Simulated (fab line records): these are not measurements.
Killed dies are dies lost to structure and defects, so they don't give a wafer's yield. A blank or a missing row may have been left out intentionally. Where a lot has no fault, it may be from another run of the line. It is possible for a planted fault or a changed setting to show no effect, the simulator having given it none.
A struck lot beside a sound one || flow n5 finfet || 37 steps out of a route of 1938
Sound: wafers L912.1, L912.3, L912.5. Struck: wafers L915.1, L915.2, L915.4. The cause is named last.
Per side, at each step with rows, come the tool, then ch with its chambers, and then its first start. Under that, the readings that differ: sound wafers || struck wafers || difference of the means || sigmas: that difference in standard deviations of wafers without a fault.
alike: same words and numbers on both sides, and readings whose means sit less than 2 such deviations apart. not compared: any withheld reading, any reading some wafer has no value for, any bound like >300 that may hide the same value, and any number with overlapping values for which the record gives no deviation.
A row with sigmas, a row that says differs or no value, or rows on one side alone: a step with any of these is where the two part. Numbers that have no deviation but don't overlap get no sigmas and don't part them. Lack of a reading on every wafer of one side parts them only where that side has two or more wafers.

first, 9 steps without rows for these wafers: N5_BEOL_M4_ANNEAL_95 (time 240 s); N5_BEOL_M4_SPUTTER_96 (material Cu, target thk 4.5 nm, time 8.29 s); N5_BEOL_M4_ECD_50 (material Cu, target thk 300 nm); N5_BEOL_M4_ANNEAL_51 (time 90 s); N5_BEOL_M4_CMP_52 (polishes, stops on SiOC, t overpolish 6.8 s, target thk 40 nm); N5_BEOL_M4_PRE_CLEAN_60 (time 15 s); N5_BEOL_M4_CO_CAP_55 (material Co, precursor CCTBA/H2, target thk 2 nm, time 102.1 s); N5_BEOL_M4_PRE_CLEAN_56 (time 15 s); N5_BEOL_M4_DEP_57 (deposits SiCN from 3MS/NH3, target thk 8 nm, time 14 s).
N5_BEOL_M4_RC_MEAS_101:
  sound on prober-02 ch 0, day 10 03:49; struck on prober-02 ch 0, day 11 21:07
  alike: DIBL_N, DIBL_P, IOFF_N, IOFF_P, ION_N, ION_P, SS_N, SS_P, VT_N, VT_P
then, 24 steps without rows for these wafers: N5_BEOL_M5_ILD_DEP_00 (deposits SiCOH lowk from DEMS/porogen, target thk 140.64 nm, time 25.9 s); N5_BEOL_M5_CURE_79 (cures SiCOH lowk, time 240 s); N5_BEOL_M5_PECVD_70 (deposits SiO2 from TEOS/O2, target thk 16 nm, time 18 s); N5_BEOL_M5_HM_DEP_02 (deposits TiN, target thk 20 nm); N5_BEOL_M5_COAT_59 (time 60 s, resist thk 60 nm); N5_BEOL_M5_COAT_60 (time 60 s, resist thk 12 nm); N5_BEOL_M5_COAT_71 (time 60 s, resist thk 5 nm); N5_BEOL_M5_COAT_05 (resist thk 30 nm); N5_BEOL_M5_EBR_07; N5_BEOL_M5_SOFTBAKE_06 (time 60 s); N5_BEOL_M5_EXPOSE_08 (exposes mask M5, target cd 28 nm); N5_BEOL_M5_PEB_09 (peb time 60 s); N5_BEOL_M5_DEVELOP_10 (develop time 30 s); N5_BEOL_M5_DESCUM_16 (chemistry O2, time 7 s); N5_BEOL_M5_ETCH_72 (etches underlayer in N2/H2, target depth 6.5 nm, time 5.2 s); N5_BEOL_M5_ETCH_61 (etches SiARC in CF4, target depth 15.6 nm, time 26 s); N5_BEOL_M5_ETCH_62 (etches SOC in N2/H2, target depth 75 nm, overetch 15 nm, time 112.5 s); N5_BEOL_M5_STRIP_63 (strips in N2/H2); N5_BEOL_M5_STRIP_73 (strips in N2/H2); N5_BEOL_M5_STRIP_64 (strips in CF4); N5_BEOL_M5_HM_OPEN_17 (chemistry Cl2/BCl3, target TiN, target depth 20 nm, overetch 6 nm); N5_BEOL_M5_STRIP_19 (strips in O2); N5_BEOL_M5_COAT_65 (time 60 s, resist thk 60 nm); N5_BEOL_M5_COAT_66 (time 60 s, resist thk 12 nm).
-- here the record skips 3 days between the struck wafers' starts before and after, leaving off in module BEOL_M5 and picking up in module BEOL_M11 (first step shown: number 1593 of the route) --
N5_BEOL_M11_SPUTTER_48: material Cu, target thk 12 nm, time 2 s.
  struck on pvd sputter-02, day 14 19:11; sound on pvd sputter-01, day 12 19:19
  no value came back on the struck wafers for bias v (V), cathode dc power W (W), throttle valve pct (%); on the sound wafers bias v (V) reads 60.7 59.6 59.5
N5_BEOL_M11_CMP_52: polishes, stops on SiCOH lowk, t overpolish 7 s, target thk 140 nm.
  sound on cmp-03 ch 0,1, day 12 19:53; struck on cmp-03 ch 0,1,2, day 14 21:41
{"reading": "time to endpoint s (s)", "sound": "64.9 70.6 67.5", "struck": "2.0 1.3 0.0", "difference": -66.6, "sigmas": -24}
  alike: motor current A
N5_PASSIVATION_PROBE_49:
  the record has rows for the struck wafers here (prober-02, day 16 12:52) and none for the sound ones

WHERE THEY PART
Last at N5_PASSIVATION_PROBE_49 as far as this record goes, first at N5_BEOL_M11_SPUTTER_48.

WHY: whatever the simulator had introduced
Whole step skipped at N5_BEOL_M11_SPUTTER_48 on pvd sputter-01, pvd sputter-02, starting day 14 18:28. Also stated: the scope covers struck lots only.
